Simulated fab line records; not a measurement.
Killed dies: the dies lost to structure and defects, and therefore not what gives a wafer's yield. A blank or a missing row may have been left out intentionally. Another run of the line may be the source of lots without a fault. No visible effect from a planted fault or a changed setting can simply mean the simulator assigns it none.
Comparing a struck lot with a sound one || flow nand-harc || 14 out of 1302 route steps
Sound: the wafers L517.1, L517.3, L517.5. The struck wafers were L525.1, L525.2, L525.4. Last of all comes the cause.
At each step with rows: each side's tool, then ch and its chambers, then its first start. Under that, the readings that differ: sound wafers || struck wafers || difference of the means || sigmas: that difference in standard deviations of wafers without a fault.
alike: a reading whose means differ by less than 2 such deviations, as well as words and numbers matching on both sides. not compared: withheld readings; readings where some wafer has no value; bounds like >300 that might hide an equal value; numbers whose values overlap and for which the record gives no deviation.
The two part at a step that has a row with sigmas, a row that says differs or no value, or rows on one side only. Numbers that don't overlap but have no deviation are shown without sigmas and don't part them. A reading missing from all wafers of one side parts the sides only when that side holds two or more wafers.

first, 2 steps without rows for these wafers: NHARC_P_M2_PRE_CLEAN_30 (time 30 s); NHARC_P_M2_PVD_20 (deposits TaN, target thk 5 nm, time 8.06 s).
NHARC_P_M2_PVD_21: deposits Cu, target thk 30 nm, time 20.49 s.
  sound on pvd-sputter-01; struck on pvd-sputter-03
  alike: substrate-temp-c, throttle-valve-pct
then, 1 step without rows for these wafers: NHARC_P_M2_ECD_22 (material Cu, target thk 400 nm).
NHARC_P_M2_ANNEAL_31: time 90 s.
  sound on rtp-anneal-01 ch 0, day 8 20:20; struck on rtp-anneal-02 ch 0, day 11 20:18
{"reading": "wafer_temp_C_max", "sound": "226.0 226.1 226.2", "struck": "226.7 226.8 226.8", "difference": "+0.7", "sigmas": "+2"}
  alike: anneal-temp-c
NHARC_P_M2_CMP_23: polishes, t overpolish 20 s, target thk 144.3 nm.
  sound on cmp-03 ch 0,2, day 8 20:40; struck on cmp-03 ch 0,2,3, day 11 20:39
  alike: motor-current-A, slurry-flow-ml-min, time-to-endpoint-s
NHARC_P_M2_THK_MEAS_24: measures by xrf.
  struck on film-metro-01, day 11 20:58; sound on film-metro-01, day 8 20:59
  alike: thk-nm
following that, these wafers have no rows for 1 step: NHARC_P_M2_SRD_25.
NHARC_P_M2_INSPECT_27:
  struck on defect-inspect-02, day 11 21:07; sound on defect-inspect-02, day 8 21:08
  alike: raw-defect-count
then, 1 step without rows for these wafers: NHARC_P_M2_PRE_CLEAN_32 (time 12 s).
NHARC_P_M2_DEP_33: deposits SiCN, target thk 30 nm.
  sound on pecvd-01 ch 0,2, day 8 21:17; struck on pecvd-04 ch 0,1, day 11 21:30
  alike: heater-power-w
  not compared: since-wet-clean-h
NHARC_P_BONDPAD_DEP_00: deposits SiCN, target thk 250 nm.
  sound on pecvd-02 ch 0,1,2, day 8 21:42; struck on pecvd-01 ch 0,2, day 11 22:31
  alike: heater-power-w
  not compared: since-wet-clean-h
NHARC_P_BONDPAD_CMP_32: polishes SiCN, target thk 200 nm.
  sound on cmp-02 ch 0,2,3, day 8 22:08; struck on cmp-04 ch 0,1,2, day 11 23:02
  alike: motor-current-A, slurry-flow-ml-min
-- jump in the record: it breaks off in module P_BONDPAD and resumes in module END (first step shown: number 1302 of the route), and 17 days separate the struck wafers' starts before and after --
NHARC_END_SORT_01:
  sound on prober-01 ch 0, day 27 13:25; struck on prober-01 ch 0, day 29 05:30
{"reading": "defect-limited-yield (%)", "sound": "95.3 96.5 95.6", "struck": "90.8 91.0 89.2", "difference": -5.5, "sigmas": -2}
{"reading": "killed-at-array", "sound": "28 23 25", "struck": "58 55 65", "difference": "+34", "sigmas": "+2"}
{"reading": "killed-dies", "sound": "32 24 30", "struck": "62 61 73", "difference": "+37", "sigmas": "+2"}
{"reading": "sort_bin_4_pct (%)", "sound": "3.2 2.4 3.2", "struck": "6.1 5.2 6.5", "difference": "+3.0", "sigmas": "+2"}
{"reading": "sort-n-pass", "sound": "645 653 647", "struck": "615 616 604", "difference": -37, "sigmas": -2}
{"reading": "sort-yield-pct (%)", "sound": "95.3 96.5 95.6", "struck": "90.8 91.0 89.2", "difference": -5.5, "sigmas": -2}
  alike: killed-at-other, killed-at-periphery, killed-open, killed-short, sort_bin_2_pct, sort_bin_3_pct, sort-rim-yield-pct

## WHERE THEY PART
Last at NHARC_END_SORT_01 as far as this record goes, first at NHARC_P_M2_ANNEAL_31.

WHY: whatever the simulator had introduced
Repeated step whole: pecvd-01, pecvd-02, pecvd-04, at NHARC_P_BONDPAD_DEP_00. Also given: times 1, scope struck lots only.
